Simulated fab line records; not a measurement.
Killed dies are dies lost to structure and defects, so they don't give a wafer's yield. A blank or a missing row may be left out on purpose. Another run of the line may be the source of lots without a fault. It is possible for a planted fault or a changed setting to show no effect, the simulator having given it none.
fab line records | flow n5-finfet
[record] lots = 5 wafers = 15 last-day = 17
route steps=1938 shown BEOL_M3@959 BEOL_M4@1111 PASSIVATION@1936
lots that met no fault: from a run of the same line without faults
start-h: the number of hours between the record's first day and the start of the first shown wafer of the lot | wait-h: how many hours have passed since the lot's step before this one | " identical to the entry in the row above | L1.1+2: one row covering several wafers at once | - no value, or no start was given | * or withheld: withheld | < > ~ a bound
route shown NAME@n: NAME is a module with steps in the file, n the number in the route of the first one | usual: the fault-free wafers' mean and standard deviation | same: alike in all rows | chamber/n: place in a boat | sites: per-site readings | _std_site: their standard deviation | _edge_site: the outer-site mean with the inner-site mean subtracted | radius-mm: how far each site lies from the wafer's centre | mask NAME#n: copy n | behind: the last tool/chamber to shape the wafer | hold: the reason the lot was held/the length of the hold in hours/how it ended | device: the transistor (n, p or np) that didn't switch | end of line: tests of these same wafers at the route's end | a step without rows: its recipe alone | killed: not the wafer's yield, but the dies lost to structure and defects at the first sort | map: per-die view of a wafer (x killed, . not killed, _ where there is no die)
set.NAME: the run value of the setting; set.NAME@STEP: its run value at that earlier step | model.NAME: the simulator's own value behind a step, which no gauge read
a table for each step, a row for each wafer; lots at some steps of the route
services: when a tool's chamber went out of use (start-h, in hours from the record's first day, below 0 if earlier), for how many hours, and the reason
[[steps]]
[step N5_BEOL_M3_COAT_76]
[recipe] resist = underlayer temp-c = 205 time-s = 60 spin-rpm = 1500 resist-thk-nm = 5
[step N5_BEOL_M3_COAT_22]
[recipe] resist = CAR-EUV spin-rpm = 1500 resist-thk-nm = 30
[step N5_BEOL_M3_EBR_24]
[recipe] solvent = PGMEA ebr-width-mm = 1.5
[step N5_BEOL_M3_SOFTBAKE_23]
[recipe] temp-c = 110 time-s = 60 resist = CAR-EUV
[step N5_BEOL_M3_EXPOSE_25]
[recipe] mask-id = V2 na = 0.33 source-shape = quasar sigma-inner = 0.2 sigma-outer = 0.8 polarization = unpolarized defocus-nm = 5 dose-mj = 63
[step N5_BEOL_M3_PEB_26]
[recipe] peb-temp-c = 100 peb-time-s = 60 resist = CAR-EUV
[step N5_BEOL_M3_DEVELOP_27]
[recipe] develop-time-s = 30 developer = TMAH resist = CAR-EUV rinse-liquid = surfactant-rinse dry = air-spin dev-temp-c = 23
[step N5_BEOL_M3_CD_MEAS_28]
[recipe] target-cd-nm = 25.7 landing-energy-ev = 500 detector = se-inlens target-cd-y-nm = 23.3 polarity = opening
[usual] cd-nm = 25.65/0.24
// columns lot.wafer tool chamber start-h wait-h cd-nm
L287.3 cd-sem-01 0 168.31 - 25.42
L287.5 " 0 " " 25.55
L287.6 " 0 " " 25.83
L290.1 cd-sem-01 0 188.11 - 25.63
L290.4 " 0 " " 25.38
L290.5 " 0 " " 25.59
L295.3 cd-sem-02 0 222.41 - 25.68
L295.4 " 0 " " 25.63
L295.5 " 0 " " 26.13
L298.1 cd-sem-02 0 248.48 - 25.66
L298.2 " 0 " " 25.71
L298.4 " 0 " " 25.78
L303.1 cd-sem-01 0 280.24 - 25.86
L303.2 " 0 " " 25.96
L303.5 " 0 " " 25.60
[step N5_BEOL_M3_OVL_MEAS_29]
[recipe] points-per-wafer = 522
[usual] V2_OVL = 0.2/0.82
// columns lot.wafer tool chamber start-h wait-h V2_OVL[nm]
L287.3 overlay-01 0 168.35 0.0 1.2
L287.5 " 0 " " 1.2
L287.6 " 0 " " 1.1
L290.1 overlay-01 0 188.14 0.0 -0.2
L290.4 " 0 " " 0.2
L290.5 " 0 " " 0.9
L295.3 overlay-02 0 222.45 0.0 0.0
L295.4 " 0 " " 0.4
L295.5 " 0 " " 0.1
L298.1 overlay-02 0 248.51 0.0 -1.0
L298.2 " 0 " " -1.2
L298.4 " 0 " " -0.7
L303.1 overlay-01 0 280.28 0.0 -2.0
L303.2 " 0 " " -0.8
L303.5 " 0 " " -1.2
[step N5_BEOL_M3_INSPECT_30]
[recipe] mode = adi inspect-instrument = brightfield
[usual] raw-defect-count = 399/110
// columns lot.wafer tool chamber start-h wait-h raw-defect-count
L287.3 defect-inspect-02 - 168.40 0.0 361
L287.5 " - " " 413
L287.6 " - " " 320
L290.1 defect-inspect-02 - 188.20 0.1 368
L290.4 " - " " 535
L290.5 " - " " 320
L295.3 defect-inspect-01 - 222.49 0.0 259
L295.4 " - " " 259
L295.5 " - " " 343
L298.1 defect-inspect-01 - 248.57 0.1 416
L298.2 " - " " 302
L298.4 " - " " 328
L303.1 defect-inspect-01 - 280.33 0.1 460
L303.2 " - " " 585
L303.5 " - " " 509
[step N5_BEOL_M3_DESCUM_33]
[recipe] chemistry = O2 time-s = 7 source-power-w = 50 bias-power-w = 20 pressure-mtorr = 20 rf-frequency-hz = 2.712e+07 temp-c = 40 resist = CAR-EUV o2-flow-sccm = 225
[usual] drypump-motor-current-A = 5.8/0.58 oes-product-au = 0.76/0.096 rf-vpp-V = 243.2/1.4 showerhead-plenum-p-Torr = 2.10/0.068 temp-c = 40.02/0.11 throttle-valve-pct = 20.29/0.27
// columns lot.wafer tool chamber start-h wait-h drypump-motor-current-A oes-product-au rf-hours-counter-h rf-vpp-V showerhead-plenum-p-Torr temp-c throttle-valve-pct
L287.3 rie-diel-02 1 168.43 0.0 5.1 0.69 223 243.3 2.15 39.97 20.16
L287.5 " 1 " " 5.1 0.68 - 243.7 2.15 40.00 20.16
L287.6 " 2 " " 6.4 0.74 - 241.6 2.03 40.18 20.62
L290.1 rie-diel-02 3 188.23 0.0 6.5 0.70 191 242.3 2.04 40.15 20.17
L290.4 " 1 " " 5.0 0.68 229 244.1 2.15 40.01 20.18
L290.5 " 1 " " 5.1 0.69 - 242.7 2.15 39.90 20.18
L295.3 rie-diel-04 0 222.53 0.0 5.3 0.73 165 244.2 2.16 40.02 20.33
L295.4 " 2 " " 4.9 0.71 213 243.6 2.17 39.95 20.42
L295.5 " 2 " " 4.9 0.70 - 243.6 2.17 40.08 20.42
L298.1 rie-diel-06 1 248.60 0.0 5.4 0.82 78 243.5 2.10 40.24 19.86
L298.2 " 3 " " 5.2 0.69 188 242.9 2.01 39.85 20.54
L298.4 " 0 " " 5.9 0.71 216 244.5 2.18 39.98 20.81
L303.1 rie-diel-04 1 280.37 0.0 6.2 0.68 230 245.2 2.14 40.10 20.01
L303.2 " 3 " " 5.9 0.99 5 245.1 2.24 40.01 20.07
L303.5 " 3 " " 5.9 0.98 - 245.6 2.24 40.05 20.08
[step N5_BEOL_M3_ETCH_77]
[recipe] chemistry = N2/H2 target = underlayer target-depth-a = 65 mask-material = CAR-EUV time-s = 5.2 ion-energy-ev = 200 pressure-mtorr = 30 source-w = 840 bias-w = 150 n2-flow-sccm = 200 h2-flow-sccm = 200 ends = cleared
[usual] drypump-motor-current-A = 5.8/0.57 etch-rf-on-time-s = 5.23/0.23 oes-product-au = 0.65/0.086 rf-vpp-V = 524.2/2.7 showerhead-plenum-p-Torr = 2.55/0.085 throttle-valve-pct = 17.75/0.29
// columns lot.wafer tool chamber start-h wait-h drypump-motor-current-A etch-rf-on-time-s oes-product-au rf-hours-counter-h rf-vpp-V showerhead-plenum-p-Torr throttle-valve-pct
L287.3 rie-diel-02 1 168.46 0.0 5.1 5.09 0.61 223 525.6 2.61 17.65
L287.5 " 1 " " 5.1 5.08 0.60 - 523.8 2.61 17.61
L287.6 " 2 " " 6.4 5.06 0.62 - 521.4 2.43 17.92
L290.1 rie-diel-02 3 188.27 0.0 6.5 5.70 0.58 191 522.8 2.54 17.93
L290.4 " 1 " " 5.1 5.09 0.59 229 527.2 2.61 17.66
L290.5 " 1 " " 5.1 5.15 0.60 - 524.7 2.61 17.62
L295.3 rie-diel-04 0 222.56 0.0 5.3 5.45 0.62 165 528.8 2.65 17.91
L295.4 " 2 " " 4.9 5.24 0.62 213 527.9 2.62 17.74
L295.5 " 2 " " 4.9 5.20 0.62 - 526.8 2.62 17.75
L298.1 rie-diel-06 1 248.63 0.0 5.4 5.26 0.70 78 522.3 2.55 17.20
L298.2 " 3 " " 5.2 5.19 0.61 188 521.0 2.44 18.10
L298.4 " 0 " " 5.9 5.26 0.59 216 527.8 2.64 18.19
L303.1 rie-diel-04 1 280.40 0.0 6.3 5.34 0.59 230 527.4 2.63 17.79
L303.2 " 3 " " 5.9 5.24 0.82 5 529.4 2.71 17.43
L303.5 " 3 " " 5.9 5.17 0.82 - 528.3 2.71 17.43
[step N5_BEOL_M3_ETCH_69]
[recipe] chemistry = CF4 target = SiARC target-depth-a = 156 mask-material = CAR-EUV time-s = 26 ion-energy-ev = 80 pressure-mtorr = 40 source-w = 545 bias-w = 36 Ar_flow_sccm = 100 cf4-flow-sccm = 100 ends = cleared
[usual] drypump-motor-current-A = 5.8/0.58 etch-rf-on-time-s = 26.0/1.1 oes-product-au = 0.65/0.086 rf-vpp-V = 184.2/1.2 showerhead-plenum-p-Torr = 2.15/0.07 throttle-valve-pct = 15.56/0.2
// columns lot.wafer tool chamber start-h wait-h drypump-motor-current-A etch-rf-on-time-s oes-product-au rf-hours-counter-h rf-vpp-V showerhead-plenum-p-Torr throttle-valve-pct
L287.3 rie-diel-02 1 168.48 0.0 5.1 25.9 0.60 223 184.0 2.21 15.49
L287.5 " 1 " " 5.1 25.8 0.60 - 184.5 2.21 15.50
L287.6 " 2 " " 6.3 25.3 0.63 - 183.0 2.05 15.60
L290.1 rie-diel-02 3 188.28 0.0 6.5 28.1 0.59 191 184.2 2.13 15.68
L290.4 " 1 " " 5.1 26.0 0.59 229 183.1 2.21 15.51
L290.5 " 1 " " 5.1 25.9 0.59 - 185.2 2.20 15.52
L295.3 rie-diel-04 0 222.58 0.0 5.3 26.8 0.62 165 186.3 2.21 15.62
L295.4 " 2 " " 4.9 25.7 0.62 213 183.3 2.21 15.70
L295.5 " 2 " " 4.9 25.9 0.62 - 184.7 2.21 15.69
L298.1 rie-diel-06 1 248.65 0.0 5.4 26.3 0.69 78 184.1 2.16 15.23
L298.2 " 3 " " 5.2 25.9 0.62 188 182.2 2.03 15.55
L298.4 " 0 " " 5.9 26.2 0.60 216 184.7 2.20 15.87
L303.1 rie-diel-04 1 280.42 0.0 6.3 26.5 0.60 230 185.1 2.22 15.51
L303.2 " 3 " " 5.9 30.8 0.76 5 186.0 2.29 15.34
L303.5 " 3 " " 5.9 30.8 0.75 - 184.8 2.29 15.35
[step N5_BEOL_M3_ALD_98]
[recipe] material = SiO2 target-thk-a = 25 temp-c = 100 ald-precursor-family = BDEAS ald-co-reactant = O2-plasma pulse-time-s = 1 co-reactant-pulse-time-s = 1 purge-time-s = 2 co-reactant-purge-time-s = 2 ald-cycles = 17 pressure-torr = 2
[usual] heater-power-w = 80/7.2 precursor-pulse-height-rel = 1.000/0.021
[same] co-reactant-purge-time-s = 2 pulse-time-s = 1
// columns lot.wafer tool chamber start-h wait-h heater-power-w precursor-pulse-height-rel
L287.3 ald-sin-04 2 168.79 0.3 74 1.012
L287.5 " 0 " " 79 1.004
L287.6 " 1 " " 77 0.993
L290.1 ald-sin-02 0 188.37 0.1 89 0.986
L290.4 " 1 " " 69 0.996
L290.5 " 3 " " 76 1.002
L295.3 ald-sin-03 2 222.66 0.1 91 1.017
L295.4 " 0 " " 74 0.984
L295.5 " 3 " " 80 0.951
L298.1 ald-sin-02 0 248.73 0.1 90 1.014
L298.2 " 3 " " 75 0.977
L298.4 " 1 " " 70 0.985
L303.1 ald-sin-04 0 281.95 1.5 79 1.018
L303.2 " 2 " " 72 0.995
L303.5 " 1 " " 79 1.007
[step N5_BEOL_M4_RC_MEAS_101]
[usual] DIBL_N = 37.0/2.3 DIBL_P = 37.3/2.8 IOFF_N = 0.17/0.046 IOFF_P = 0.23/0.054 ION_N = 675/14 ION_P = 460/9.3 SS_N = 71.7/0.73 SS_P = 73.6/0.95 VT_N = 249/3.9 VT_P = -250/3.9
// columns lot.wafer tool chamber start-h wait-h DIBL_N[mV/V] DIBL_P[mV/V] IOFF_N[nA/um] IOFF_P[nA/um] ION_N[uA/um] ION_P[uA/um] SS_N[mV/dec] SS_P[mV/dec] VT_N[mV] VT_P[mV]
L287.3 prober-01 0 194.21 0.3 33.4 34.9 0.12 0.19 671 471 70.7 72.2 251 -251
L287.5 " 0 " " 36.8 38.8 0.16 0.25 681 471 71.7 73.7 254 -249
L287.6 " 0 " " 38.5 39.1 0.18 0.26 674 462 71.8 73.7 248 -249
L290.1 prober-01 0 209.26 0.0 34.9 35.9 0.13 0.15 669 448 71.1 73.2 255 -260
L290.4 " 0 " " 34.7 36.1 0.13 0.16 667 455 71.3 73.0 252 -257
L290.5 " 0 " " 39.3 40.4 0.22 0.21 689 456 72.4 74.9 247 -253
L295.3 prober-02 0 248.51 0.3 36.3 37.7 0.16 0.24 667 464 71.0 73.4 248 -247
L295.4 " 0 " " 34.2 34.5 0.13 0.20 659 461 70.2 73.1 251 -249
L295.5 " 0 " " 38.9 40.7 0.24 0.32 700 478 71.8 74.5 243 -243
L298.1 prober-01 0 275.30 0.0 38.0 38.8 0.17 0.22 671 458 71.5 73.4 249 -253
L298.2 " 0 " " 36.8 37.0 0.16 0.20 687 464 71.2 73.2 249 -253
L298.4 " 0 " " 38.4 38.4 0.18 0.21 684 464 72.2 73.4 248 -252
L303.1 prober-01 0 301.78 0.0 34.9 34.2 0.13 0.16 656 450 71.0 71.9 256 -255
L303.2 " 0 " " 36.4 37.6 0.16 0.20 681 464 71.2 73.6 252 -253
L303.5 " 0 " " 33.0 33.7 0.11 0.16 664 457 70.9 72.2 255 -254
[step N5_PASSIVATION_PROBE_49]
[usual] defect-limited-yield = 91.5/1.3 killed_at_M0_to_M3 = 36/10 killed_at_M4_up = 13/4.7 killed-at-contacts = 13/6.7 killed-at-front-end = 37/9.7 killed-at-other = 2.6/2.3 killed-dies = 101/15 killed-open = 67/12 killed-short = 32/6.7 sort_bin_5_function = 5.0/0.89 sort_bin_6_memory = 3.2/0.63 sort-n-pass = 1079/16 sort-yield-pct = 91.4/1.4
[same] gross-dies = 1180 killed-at-back-side = 0 sort_bin_4_leakage[%] = 0 sort_bin_8_speed[%] = 0
// columns lot.wafer tool chamber start-h wait-h defect-limited-yield[%] killed_at_M0_to_M3 killed_at_M4_up killed-at-contacts killed-at-front-end killed-at-other killed-dies killed-open killed-short sort_bin_5_function[%] sort_bin_6_memory[%] sort-n-pass sort-yield-pct[%]
L295.3 prober-01 - 364.15 0.1 90.8 45 11 7 42 3 108 71 35 5.8 3.2 1072 90.8
L295.4 prober-01 - 364.20 0.2 90.8 53 8 13 32 3 109 69 38 5.9 3.1 1071 90.8
L295.5 prober-01 - 364.25 0.2 91.4 30 12 8 48 4 102 62 38 4.7 3.8 1078 91.4
L298.1 prober-01 - 383.11 0.0 93.3 19 9 24 20 7 79 44 35 4.2 2.5 1101 93.3
L298.2 prober-01 - 383.16 0.1 90.7 36 9 24 33 8 110 70 40 4.9 4.1 1070 90.7
L298.4 prober-01 - 383.26 0.2 91.2 20 13 33 33 5 104 79 24 5.1 3.3 1076 91.2
// killed by level:class
L295.3 BEOL_M0_SAQP:geometric-particle:open=13 BEOL_M0_SAQP:geometric-particle:short=12 FIN_SAQP:geometric-particle:open=11 DUMMY_GATE:geometric-particle:open=8 MOL_CONTACT_COAG:geometric-particle:open=7 BEOL_M1:geometric-particle:open=7 FIN_SAQP:geometric-particle:short=6 GATE_CUT:geometric-particle:open=5
L295.4 BEOL_M0_SAQP:geometric-particle:open=20 BEOL_M0_SAQP:geometric-particle:short=13 MOL_CONTACT_COAG:geometric-particle:open=11 BEOL_M1:geometric-particle:open=7 BEOL_M2:geometric-particle:open=6 FIN_SAQP:geometric-particle:short=5 STI_FIN_REVEAL:geometric-particle:open=5 FIN_SAQP:geometric-particle:open=4
L295.5 FIN_SAQP:geometric-particle:open=10 BEOL_M0_SAQP:geometric-particle:short=9 BEOL_M4:geometric-particle:open=8 DUMMY_GATE:geometric-particle:open=7 STI_FIN_REVEAL:geometric-particle:open=6 BEOL_M0_SAQP:geometric-particle:open=6 BEOL_M1:geometric-particle:open=5 STARTING-WAFER:geometric-particle:open=5
L298.1 MOL_CONTACT_COAG:geometric-particle:open=16 MOL_CONTACT_COAG:geometric-particle:short=8 FIN_SAQP:geometric-particle:short=6 BEOL_M0_SAQP:geometric-particle:open=5 FIN_SAQP:geometric-particle:open=3 STI_FIN_REVEAL:geometric-particle:short=3 BEOL_M0_SAQP:geometric-particle:short=3 BEOL_M3:geometric-particle:open=3
L298.2 MOL_CONTACT_COAG:geometric-particle:open=17 FIN_SAQP:geometric-particle:open=13 FIN_SAQP:geometric-particle:short=10 MOL_CONTACT_COAG:geometric-particle:short=7 BEOL_M0_SAQP:geometric-particle:open=7 BEOL_M3:geometric-particle:open=7 BEOL_M0_SAQP:geometric-particle:short=6 BEOL_M2:geometric-particle:open=6
L298.4 MOL_CONTACT_COAG:geometric-particle:open=30 FIN_SAQP:geometric-particle:open=12 FIN_SAQP:geometric-particle:short=9 BEOL_M1:geometric-particle:open=8 BEOL_M4:geometric-particle:open=8 BEOL_M3:geometric-particle:open=6 BEOL_M6:geometric-particle:open=4 PASS1_CAP:geometric-particle:short=4
[[services]]
// columns tool chamber start-h hours kind
ald-sin-03 3 163.57 4.5 repair
rie-diel-04 3 180.80 1.6 repair
ald-sin-03 3 210.80 - calibration
rie-diel-02 1 222.31 5.3 repair
rie-diel-04 3 237.79 - clean
rie-diel-04 3 237.79 - consumable-replace:focus-ring
rie-diel-04 3 237.79 - consumable-replace:showerhead
rie-diel-04 3 237.79 23.2 scheduled-down
rie-diel-04 3 237.79 23.2 vent-cycle
ald-sin-02 - 256.71 0.8 repair
ald-sin-02 1 260.50 3.4 repair
ald-sin-02 - 264.50 6.1 pm
rie-diel-02 1 267.30 - clean
rie-diel-02 1 267.30 - consumable-replace:esc
rie-diel-02 1 267.30 - consumable-replace:focus-ring
rie-diel-02 1 267.30 22.7 scheduled-down
rie-diel-02 1 267.30 22.7 vent-cycle
ald-sin-03 - 268.67 14.0 pm
ald-sin-03 0 268.67 14.0 vent-cycle
ald-sin-03 1 268.67 14.0 vent-cycle
ald-sin-03 2 268.67 14.0 vent-cycle
ald-sin-03 3 268.67 14.0 vent-cycle
ald-sin-02 2 272.54 9.3 repair
[[key]]
[first-sign] step = N5_BEOL_M3_ETCH_69 reading = etch-rf-on-time-s direction = up sigmas = 4.4 usual = * struck = *
effect none on later readings
met-at N5_BEOL_M3_ETCH_69
struck-wafers L303.2,L303.5
[fault] kind = process-parameter-drift tool = rie-diel-04 chamber = 3 onset-h = 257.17 steps = N5_BEOL_M3_ETCH_69 channel = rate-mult offset = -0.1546 shape = step end-h = 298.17
